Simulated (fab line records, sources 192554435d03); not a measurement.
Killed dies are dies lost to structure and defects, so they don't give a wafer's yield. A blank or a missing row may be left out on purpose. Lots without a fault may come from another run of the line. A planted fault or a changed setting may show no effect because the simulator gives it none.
fab line records | flow n5_finfet
record lots=24 wafers=72 last_day=19
route steps=1938 shown BEOL_M7@1281 BEOL_M8@1345
lots that met no fault: from a run of the same line without faults
start_h: hours from the record's first day to the start of the lot's first wafer shown | wait_h: hours since the lot's step before | " the same as in the row above | L1.1+2: a row that stands for several wafers | - no value, or no start given | * or withheld: withheld | < > ~ a bound
route shown NAME@n: a module of which the file shows steps, and the number in the route of the first | usual: mean/standard deviation of fault-free wafers | same: alike in all rows | chamber/n: place in a boat | sites: the reading at each site | _std_site: their standard deviation | _edge_site: outer sites' mean less inner sites' | radius_mm: how far each site lies from the wafer's centre | mask NAME#n: copy n | behind: the tool/chamber that last shaped the wafer | hold: why the lot was held/for how many hours/how that ended | device: the transistor (n, p or np) that didn't switch | end of line: the same wafers' tests at the end of the route | a step without rows: its recipe alone | killed: dies lost to structure and defects at the first sort, not the wafer's yield | map: a wafer's dies, x killed, . not, _ none there
set.NAME: the setting as run; set.NAME@STEP: as run at that earlier step | model.NAME: the simulator's own value behind a step, which no gauge read
steps of the route over a sample of lots; a table a step, a row a wafer
services: from which hour (start_h, from the record's first day; less than 0 if before it) a tool's chamber was out of use, for how many hours, and why
## steps
# step N5_BEOL_M7_ETCH_62
# recipe chemistry=N2/H2 target=SOC target_depth_a=1100 overetch_a=220 mask_material=SiARC temp_c=40 time_s=165 ion_energy_ev=200 pressure_mtorr=30 source_w=840 bias_w=150 n2_flow_sccm=200 h2_flow_sccm=200
# usual drypump_motor_current_A=5.5/0.39 n2_flow_sccm=199.9/0.57 oes_product_au=0.67/0.084 rf_vpp_V=523.4/2.9 showerhead_plenum_p_Torr=2.53/0.11 throttle_valve_pct=17.83/0.25
# columns lot.wafer tool chamber start_h wait_h drypump_motor_current_A n2_flow_sccm oes_product_au rf_hours_counter_h rf_vpp_V showerhead_plenum_p_Torr throttle_valve_pct
L074.1 rie_diel-02 0 214.91 0.0 5.4 199.1 0.79 12 525.7 2.59 17.63
L074.4 " 2 " " 5.5 200.4 0.60 244 522.2 2.51 17.79
L074.6 " 1 " " 6.1 199.6 0.61 - 520.1 2.43 17.66
L075.1 rie_diel-06 1 217.53 0.0 5.7 200.9 0.62 208 521.0 2.40 17.65
L075.2 " 3 " " 5.3 200.3 0.62 180 520.3 2.43 18.13
L075.6 " 3 " " 5.3 200.2 0.62 - 519.5 2.43 18.12
L078.2 rie_diel-04 2 266.13 0.0 5.3 199.8 0.62 184 525.9 2.65 18.11
L078.3 " 3 " " 5.6 200.2 0.57 250 523.7 2.50 18.12
L078.6 " 3 " " 5.6 199.8 0.57 - 522.0 2.50 18.10
L077.4 rie_diel-06 2 269.40 0.0 5.2 200.5 0.60 230 527.2 2.63 18.00
L077.5 " 3 " " 5.4 199.5 0.61 - 520.5 2.42 18.15
L077.6 " 0 " " 4.9 199.9 0.71 - 520.9 2.48 17.58
L079.1 rie_diel-04 3 285.09 0.0 5.6 198.8 0.56 258 523.3 2.50 18.11
L079.4 " 2 " " 5.3 200.5 0.61 - 525.9 2.65 18.12
L079.6 " 0 " " 5.8 199.1 0.74 - 522.6 2.49 17.60
L080.2 rie_diel-04 3 288.71 0.0 5.6 200.2 0.56 259 522.7 2.50 18.11
L080.4 " 0 " " 5.8 198.6 0.75 47 523.0 2.49 17.60
L080.5 " 1 " " 6.3 200.3 0.82 - 530.8 2.72 17.71
L081.1 rie_diel-04 0 292.07 0.0 5.8 199.8 0.74 47 520.7 2.49 17.60
L081.2 " 1 " " 6.3 200.4 0.82 2 530.6 2.72 17.72
L081.6 " 2 " " 5.3 200.4 0.61 - 525.8 2.65 18.11
L082.1 rie_diel-06 3 300.00 0.0 5.4 199.9 0.60 202 519.1 2.42 18.16
L082.3 " 1 " " 5.7 199.3 0.60 230 520.1 2.39 17.67
L082.4 " 2 " " 5.2 200.7 0.59 240 527.1 2.62 18.02
L083.2 rie_diel-06 2 310.65 0.0 5.3 200.7 0.59 244 525.3 2.62 18.02
L083.3 " 1 " " 5.7 199.6 0.60 234 520.2 2.39 17.70
L083.6 " 2 " " 5.3 200.8 0.59 - 526.1 2.62 18.02
L084.1 rie_diel-06 2 320.72 0.0 5.2 200.0 0.58 248 526.2 2.62 18.02
L084.3 " 0 " " 4.9 198.8 0.70 64 520.5 2.48 17.61
L084.4 " 3 " " 5.4 199.4 0.60 210 519.5 2.42 18.16
L085.1 rie_diel-04 0 323.09 0.0 5.8 199.5 0.73 60 520.2 2.49 17.61
L085.4 " 0 " " 5.8 199.9 0.73 - 523.2 2.49 17.62
L085.6 " 2 " " 5.2 199.6 0.60 - 526.6 2.64 18.13
L087.1 rie_diel-04 0 323.86 0.0 5.8 200.3 0.72 60 521.8 2.49 17.62
L087.2 " 1 " " 6.3 199.7 0.77 15 529.6 2.72 17.74
L087.5 " 2 " " 5.2 200.2 0.60 - 525.6 2.64 18.15
L086.2 rie_diel-06 1 326.65 0.0 5.7 200.1 0.60 239 519.5 2.39 17.70
L086.4 " 0 " " 4.9 200.0 0.70 - 521.6 2.48 17.63
L086.5 " 3 " " 5.4 200.5 0.60 - 521.5 2.41 18.16
L076.3 rie_diel-04 3 334.26 0.0 5.6 199.3 0.83 2 522.7 2.50 17.63
L076.4 " 1 " " 6.3 199.9 0.77 19 527.6 2.71 17.75
L076.6 " 2 " " 5.2 200.0 0.60 - 525.7 2.64 18.15
L089.2 rie_diel-06 1 334.41 0.1 5.6 200.2 0.59 243 519.9 2.39 17.71
L089.3 " 0 " " 4.9 200.6 0.69 - 523.1 2.47 17.62
L089.5 " 0 " " 4.9 200.2 0.69 - 521.4 2.47 17.63
L090.2 rie_diel-06 3 340.66 0.0 5.4 200.5 0.60 220 520.6 2.41 18.18
L090.4 " 1 " " 5.7 199.8 0.59 - 520.0 2.39 17.71
L090.6 " 0 " " 5.0 200.7 0.69 - 521.7 2.47 17.64
L091.2 rie_diel-04 3 357.97 0.0 5.7 200.9 0.80 10 524.0 2.49 17.64
L091.5 " 3 " " 5.7 200.0 0.80 - 521.9 2.49 17.65
L091.6 " 0 " " 5.8 200.4 0.72 - 523.1 2.48 17.65
L088.2 rie_diel-04 3 361.75 0.0 5.7 199.2 0.79 11 522.3 2.49 17.66
L088.3 " 0 " " 5.8 199.7 0.72 73 522.1 2.48 17.64
L088.6 " 2 " " 5.3 200.3 0.59 - 526.4 2.64 18.16
L092.1 rie_diel-04 3 365.47 0.0 5.6 199.3 0.79 12 522.2 2.49 17.67
L092.2 " 2 " " 5.2 200.7 0.59 221 525.0 2.64 18.18
L092.4 " 0 " " 5.8 200.3 0.71 74 522.1 2.48 17.65
L094.1 rie_diel-04 2 365.73 0.0 5.2 200.5 0.60 222 527.0 2.64 18.19
L094.3 " 0 " " 5.8 199.6 0.71 74 522.6 2.48 17.66
L094.4 " 1 " " 6.3 199.8 0.75 29 527.9 2.71 17.78
L093.2 rie_diel-06 1 366.67 0.0 5.7 200.6 0.81 2 528.3 2.70 17.24
L093.4 " 0 " " 4.9 200.3 0.68 82 521.5 2.47 17.65
L093.6 " 2 " " 5.2 200.0 0.81 - 525.2 2.62 17.61
L095.2 rie_diel-06 3 370.38 0.0 5.4 199.9 0.59 229 519.5 2.41 18.21
L095.5 " 2 " " 5.2 199.6 0.81 - 526.7 2.62 17.61
L095.6 " 3 " " 5.4 199.7 0.59 - 520.1 2.41 18.21
L097.1 rie_diel-04 2 375.32 0.0 5.2 198.9 0.59 225 526.1 2.64 18.19
L097.5 " 3 " " 5.7 200.7 0.78 - 523.6 2.49 17.67
L097.6 " 0 " " 5.8 201.4 0.71 - 521.9 2.48 17.63
L096.2 rie_diel-06 0 375.39 0.0 4.9 199.6 0.68 84 521.7 2.47 17.65
L096.5 " 0 " " 4.9 200.3 0.68 - 521.9 2.47 17.65
L096.6 " 3 " " 5.4 199.7 0.59 - 520.4 2.41 18.19
# step N5_BEOL_M7_THK_MEAS_53
# recipe thk_meas_gauge=xrf reads=Cu_of_BEOL_M7_ECD_50
# usual M7_THK=81.7/2.8
# columns lot.wafer tool chamber start_h wait_h M7_THK[nm]
L074.1 film_metro-01 - 220.92 - 76.3
L074.4 " - " " 83.5
L074.6 " - " " 82.0
L075.1 film_metro-01 - 223.51 - 82.1
L075.2 " - " " 77.2
L075.6 " - " " 82.8
L078.2 film_metro-01 - 272.07 - 79.1
L078.3 " - " " 77.7
L078.6 " - " " 79.6
L077.4 film_metro-01 - 273.86 - 81.8
L077.5 " - " " 82.3
L077.6 " - " " 77.2
L079.1 film_metro-02 - 289.56 - 82.1
L079.4 " - " " 80.3
L079.6 " - " " 81.1
L080.2 film_metro-01 - 293.26 - 84.5
L080.4 " - " " 80.4
L080.5 " - " " 79.0
L081.1 film_metro-02 - 300.11 - 83.2
L081.2 " - " " 83.0
L081.6 " - " " 83.7
L082.1 film_metro-01 - 306.09 - 76.3
L082.3 " - " " 83.6
L082.4 " - " " 80.0
L083.2 film_metro-02 - 318.49 - 80.5
L083.3 " - " " 84.2
L083.6 " - " " 82.7
L084.1 film_metro-02 - 326.44 - 78.5
L084.3 " - " " 82.8
L084.4 " - " " 83.1
L085.1 film_metro-02 - 328.25 - 82.0
L085.4 " - " " 84.4
L085.6 " - " " 84.3
L087.1 film_metro-01 - 330.79 - 80.2
L087.2 " - " " 79.4
L087.5 " - " " 81.7
L086.2 film_metro-02 - 331.38 - 78.9
L086.4 " - " " 78.9
L086.5 " - " " 83.1
L076.3 film_metro-01 - 339.75 - 81.7
L076.4 " - " " 82.3
L076.6 " - " " 78.8
L089.2 film_metro-02 - 340.01 - 81.8
L089.3 " - " " 81.9
L089.5 " - " " 79.7
L090.2 film_metro-02 - 347.77 - 77.9
L090.4 " - " " 81.9
L090.6 " - " " 84.0
L091.2 film_metro-01 - 361.94 - 78.6
L091.5 " - " " 82.6
L091.6 " - " " 84.7
L088.2 film_metro-02 - 368.09 - 87.8
L088.3 " - " " 87.1
L088.6 " - " " 80.8
L092.1 film_metro-02 - 370.82 - 90.4
L092.2 " - " " 85.2
L092.4 " - " " 79.4
L094.1 film_metro-01 - 371.64 - 80.1
L094.3 " - " " 83.1
L094.4 " - " " 83.0
L093.2 film_metro-01 - 375.33 - 81.2
L093.4 " - " " 81.9
L093.6 " - " " 80.8
L095.2 film_metro-01 - 377.21 - 78.8
L095.5 " - " " 74.8
L095.6 " - " " 81.9
L096.2 film_metro-01 - 380.58 - 82.7
L096.5 " - " " 85.7
L096.6 " - " " 88.9
L097.1 film_metro-02 - 381.65 - 88.2
L097.5 " - " " 82.0
L097.6 " - " " 84.4
# step N5_BEOL_M7_INSPECT_58
# recipe inspect_instrument=darkfield mode=post_dep
# usual raw_defect_count=73/26
# columns lot.wafer tool chamber start_h wait_h raw_defect_count
L074.1 defect_inspect-02 - 221.08 0.0 77
L074.4 " - " " 89
L074.6 " - " " 89
L075.1 defect_inspect-02 - 223.67 0.0 88
L075.2 " - " " 70
L075.6 " - " " 49
L078.2 defect_inspect-01 - 272.23 0.0 46
L078.3 " - " " 42
L078.6 " - " " 33
L077.4 defect_inspect-02 - 274.02 0.0 59
L077.5 " - " " 78
L077.6 " - " " 88
L079.1 defect_inspect-01 - 289.71 0.0 50
L079.4 " - " " 52
L079.6 " - " " 48
L080.2 defect_inspect-02 - 293.41 0.0 51
L080.4 " - " " 74
L080.5 " - " " 67
L081.1 defect_inspect-02 - 300.27 0.0 61
L081.2 " - " " 53
L081.6 " - " " 47
L082.1 defect_inspect-02 - 306.27 0.0 104
L082.3 " - " " 82
L082.4 " - " " 67
L083.2 defect_inspect-02 - 318.64 0.0 61
L083.3 " - " " 102
L083.6 " - " " 55
L084.1 defect_inspect-01 - 326.60 0.0 58
L084.3 " - " " 61
L084.4 " - " " 81
L085.1 defect_inspect-02 - 328.40 0.0 68
L085.4 " - " " 64
L085.6 " - " " 73
L087.1 defect_inspect-02 - 330.95 0.0 109
L087.2 " - " " 115
L087.5 " - " " 126
L086.2 defect_inspect-01 - 331.53 0.0 64
L086.4 " - " " 56
L086.5 " - " " 60
L076.3 defect_inspect-02 - 339.94 0.0 58
L076.4 " - " " 48
L076.6 " - " " 49
L089.2 defect_inspect-02 - 340.20 0.0 69
L089.3 " - " " 34
L089.5 " - " " 53
L090.2 defect_inspect-01 - 347.92 0.0 63
L090.4 " - " " 70
L090.6 " - " " 68
L091.2 defect_inspect-02 - 362.10 0.0 53
L091.5 " - " " 83
L091.6 " - " " 61
L088.2 defect_inspect-02 - 368.25 0.0 57
L088.3 " - " " 39
L088.6 " - " " 36
L092.1 defect_inspect-02 - 371.01 0.0 117
L092.2 " - " " 93
L092.4 " - " " 55
L094.1 defect_inspect-02 - 371.79 0.0 69
L094.3 " - " " 90
L094.4 " - " " 56
L093.2 defect_inspect-02 - 375.49 0.0 80
L093.4 " - " " 101
L093.6 " - " " 53
L095.2 defect_inspect-02 - 377.36 0.0 99
L095.5 " - " " 41
L095.6 " - " " 64
L096.2 defect_inspect-02 - 380.90 0.2 82
L096.5 " - " " 94
L096.6 " - " " 106
L097.1 defect_inspect-02 - 381.80 0.0 156
L097.5 " - " " 120
L097.6 " - " " 171
# step N5_BEOL_M8_CD_MEAS_11
# recipe target_cd_nm=38.5 landing_energy_ev=500 detector=se_inlens polarity=opening
# usual cd_nm=38.6/0.48
# columns lot.wafer tool chamber start_h wait_h cd_nm
L074.1 cd_sem-02 0 222.57 - 38.4
L074.4 " 0 " " 38.6
L074.6 " 0 " " 38.5
L075.1 cd_sem-02 0 226.20 - 37.4
L075.2 " 0 " " 38.0
L075.6 " 0 " " 38.1
L078.2 cd_sem-03 0 273.31 - 38.1
L078.3 " 0 " " 38.5
L078.6 " 0 " " 39.0
L077.4 cd_sem-02 0 276.43 - 37.9
L077.5 " 0 " " 37.7
L077.6 " 0 " " 37.9
L079.1 cd_sem-03 0 291.81 - 38.6
L079.4 " 0 " " 39.5
L079.6 " 0 " " 38.8
L080.2 cd_sem-02 0 296.48 - 38.6
L080.4 " 0 " " 39.7
L080.5 " 0 " " 38.1
L081.1 cd_sem-03 0 302.99 - 39.0
L081.2 " 0 " " 39.0
L081.6 " 0 " " 38.5
L082.1 cd_sem-02 0 310.54 - 38.9
L082.3 " 0 " " 38.7
L082.4 " 0 " " 38.9
L083.2 cd_sem-01 0 320.66 - 38.2
L083.3 " 0 " " 38.7
L083.6 " 0 " " 38.7
L084.1 cd_sem-01 0 329.91 - 37.7
L084.3 " 0 " " 37.7
L084.4 " 0 " " 37.4
L085.1 cd_sem-02 0 330.40 - 38.4
L085.4 " 0 " " 38.5
L085.6 " 0 " " 38.6
L087.1 cd_sem-03 0 333.40 - 38.2
L087.2 " 0 " " 39.4
L087.5 " 0 " " 38.8
L086.2 cd_sem-03 0 333.44 - 37.9
L086.4 " 0 " " 38.7
L086.5 " 0 " " 37.1
L076.3 cd_sem-03 0 343.61 - 38.9
L076.4 " 0 " " 38.9
L076.6 " 0 " " 38.8
L089.2 cd_sem-03 0 343.65 - 38.4
L089.3 " 0 " " 39.0
L089.5 " 0 " " 38.9
L090.2 cd_sem-01 0 353.54 - 38.7
L090.4 " 0 " " 38.4
L090.6 " 0 " " 38.6
L091.2 cd_sem-03 0 365.21 - 38.6
L091.5 " 0 " " 38.3
L091.6 " 0 " " 38.5
L088.2 cd_sem-02 0 370.12 - 38.8
L088.3 " 0 " " 38.7
L088.6 " 0 " " 39.7
L092.1 cd_sem-02 0 374.95 - 39.4
L092.2 " 0 " " 38.2
L092.4 " 0 " " 37.4
L094.1 cd_sem-03 0 375.36 - 39.0
L094.3 " 0 " " 39.1
L094.4 " 0 " " 38.7
L093.2 cd_sem-01 0 376.80 - 38.6
L093.4 " 0 " " 38.6
L093.6 " 0 " " 38.7
L095.2 cd_sem-03 0 379.02 - 38.1
L095.5 " 0 " " 38.4
L095.6 " 0 " " 38.3
L096.2 cd_sem-03 0 381.99 - 37.8
L096.5 " 0 " " 38.1
L096.6 " 0 " " 38.7
L097.1 cd_sem-02 0 384.55 - 38.7
L097.5 " 0 " " 39.4
L097.6 " 0 " " 37.8
# step N5_BEOL_M8_OVL_MEAS_12
# recipe points_per_wafer=44
# usual M8_OVL=-0.3/0.77
# columns lot.wafer tool chamber start_h wait_h M8_OVL[nm]
L074.1 overlay-01 0 222.60 0.0 -0.3
L074.4 " 0 " " -1.6
L074.6 " 0 " " -1.4
L075.1 overlay-01 0 226.23 0.0 0.7
L075.2 " 0 " " 0.0
L075.6 " 0 " " -0.5
L078.2 overlay-01 0 273.34 0.0 -1.4
L078.3 " 0 " " -0.1
L078.6 " 0 " " -0.8
L077.4 overlay-01 0 276.46 0.0 0.9
L077.5 " 0 " " -0.9
L077.6 " 0 " " 0.1
L079.1 overlay-02 0 291.84 0.0 -0.1
L079.4 " 0 " " 0.0
L079.6 " 0 " " 0.5
L080.2 overlay-01 0 296.50 0.0 -0.8
L080.4 " 0 " " -0.7
L080.5 " 0 " " -1.3
L081.1 overlay-01 0 303.02 0.0 0.6
L081.2 " 0 " " -2.3
L081.6 " 0 " " -1.0
L082.1 overlay-01 0 310.57 0.0 -1.0
L082.3 " 0 " " -1.0
L082.4 " 0 " " -0.6
L083.2 overlay-02 0 320.69 0.0 -0.1
L083.3 " 0 " " -0.3
L083.6 " 0 " " 1.3
L084.1 overlay-02 0 329.94 0.0 -0.7
L084.3 " 0 " " -0.3
L084.4 " 0 " " 1.2
L085.1 overlay-01 0 330.43 0.0 -1.6
L085.4 " 0 " " 0.1
L085.6 " 0 " " 0.0
L087.1 overlay-02 0 333.43 0.0 -1.6
L087.2 " 0 " " -0.8
L087.5 " 0 " " -0.6
L086.2 overlay-02 0 333.47 0.0 -0.3
L086.4 " 0 " " 1.0
L086.5 " 0 " " 0.1
L076.3 overlay-02 0 343.64 0.0 -1.4
L076.4 " 0 " " -0.9
L076.6 " 0 " " -1.8
L089.2 overlay-01 0 343.68 0.0 0.2
L089.3 " 0 " " 1.3
L089.5 " 0 " " 0.4
L090.2 overlay-01 0 353.57 0.0 0.3
L090.4 " 0 " " 0.5
L090.6 " 0 " " 0.0
L091.2 overlay-02 0 365.23 0.0 -1.1
L091.5 " 0 " " -0.4
L091.6 " 0 " " -0.6
L088.2 overlay-01 0 370.15 0.0 0.7
L088.3 " 0 " " -0.2
L088.6 " 0 " " 0.4
L092.1 overlay-01 0 374.98 0.0 -1.1
L092.2 " 0 " " -1.8
L092.4 " 0 " " -1.2
L094.1 overlay-02 0 375.39 0.0 -0.9
L094.3 " 0 " " -0.7
L094.4 " 0 " " -1.2
L093.2 overlay-01 0 376.82 0.0 1.9
L093.4 " 0 " " 0.8
L093.6 " 0 " " 0.6
L095.2 overlay-01 0 379.05 0.0 0.0
L095.5 " 0 " " -0.1
L095.6 " 0 " " -0.2
L096.2 overlay-01 0 382.02 0.0 -0.4
L096.5 " 0 " " -0.1
L096.6 " 0 " " -0.5
L097.1 overlay-02 0 384.58 0.0 -0.3
L097.5 " 0 " " 0.3
L097.6 " 0 " " -0.6
# step N5_BEOL_M8_INSPECT_13
# recipe mode=adi inspect_instrument=brightfield
# usual raw_defect_count=398/85
# columns lot.wafer tool chamber start_h wait_h raw_defect_count
L074.1 defect_inspect-01 - 222.62 0.0 417
L074.4 " - " " 352
L074.6 " - " " 374
L075.1 defect_inspect-02 - 226.25 0.0 376
L075.2 " - " " 426
L075.6 " - " " 352
L078.2 defect_inspect-01 - 273.56 0.2 224
L078.3 " - " " 217
L078.6 " - " " 277
L077.4 defect_inspect-01 - 276.48 0.0 347
L077.5 " - " " 473
L077.6 " - " " 408
L079.1 defect_inspect-02 - 291.86 0.0 414
L079.4 " - " " 314
L079.6 " - " " 338
L080.2 defect_inspect-01 - 296.53 0.0 311
L080.4 " - " " 564
L080.5 " - " " 516
L081.1 defect_inspect-01 - 303.04 0.0 323
L081.2 " - " " 255
L081.6 " - " " 277
L082.1 defect_inspect-01 - 310.60 0.0 530
L082.3 " - " " 414
L082.4 " - " " 468
L083.2 defect_inspect-02 - 320.72 0.0 473
L083.3 " - " " 582
L083.6 " - " " 425
L084.1 defect_inspect-01 - 329.97 0.0 332
L084.3 " - " " 410
L084.4 " - " " 401
L085.1 defect_inspect-02 - 330.45 0.0 305
L085.4 " - " " 383
L085.6 " - " " 434
L087.1 defect_inspect-01 - 333.46 0.0 471
L087.2 " - " " 472
L087.5 " - " " 555
L086.2 defect_inspect-01 - 333.49 0.0 375
L086.4 " - " " 335
L086.5 " - " " 309
L076.3 defect_inspect-02 - 343.66 0.0 388
L076.4 " - " " 297
L076.6 " - " " 296
L089.2 defect_inspect-02 - 343.71 0.0 356
L089.3 " - " " 545
L089.5 " - " " 376
L090.2 defect_inspect-01 - 353.60 0.0 229
L090.4 " - " " 432
L090.6 " - " " 396
L091.2 defect_inspect-02 - 365.26 0.0 398
L091.5 " - " " 397
L091.6 " - " " 333
L088.2 defect_inspect-02 - 370.17 0.0 292
L088.3 " - " " 259
L088.6 " - " " 290
L092.1 defect_inspect-02 - 375.00 0.0 538
L092.2 " - " " 391
L092.4 " - " " 349
L094.1 defect_inspect-02 - 375.41 0.0 426
L094.3 " - " " 499
L094.4 " - " " 309
L093.2 defect_inspect-02 - 376.85 0.0 393
L093.4 " - " " 424
L093.6 " - " " 260
L095.2 defect_inspect-02 - 379.08 0.0 375
L095.5 " - " " 311
L095.6 " - " " 472
L096.2 defect_inspect-02 - 382.05 0.0 417
L096.5 " - " " 476
L096.6 " - " " 386
L097.1 defect_inspect-02 - 384.60 0.0 533
L097.5 " - " " 432
L097.6 " - " " 515
## services
# columns tool chamber start_h hours kind
rie_diel-06 2 226.76 7.4 repair
rie_diel-04 3 236.60 5.9 repair
rie_diel-02 - 257.06 72.1 repair
rie_diel-04 1 265.95 - clean
rie_diel-04 1 265.95 - consumable_replace:focus_ring
rie_diel-04 1 265.95 - consumable_replace:showerhead
rie_diel-04 1 265.95 20.5 scheduled_down
rie_diel-04 1 265.95 20.5 vent_cycle
rie_diel-04 3 294.15 6.5 repair
rie_diel-04 3 300.66 - clean
rie_diel-04 3 300.66 - consumable_replace:focus_ring
rie_diel-04 3 300.66 27.3 scheduled_down
rie_diel-04 3 300.66 27.3 vent_cycle
rie_diel-06 2 324.33 - clean
rie_diel-06 2 324.33 - consumable_replace:focus_ring
rie_diel-06 2 324.33 21.0 scheduled_down
rie_diel-06 2 324.33 21.0 vent_cycle
rie_diel-02 - 329.20 14.6 pm
rie_diel-06 3 331.95 2.6 repair
rie_diel-04 - 336.59 4.8 repair
rie_diel-06 - 338.02 0.6 repair
rie_diel-06 1 345.30 - clean
rie_diel-06 0 347.58 3.7 repair
rie_diel-06 - 354.64 4.3 pm
## key
fault none
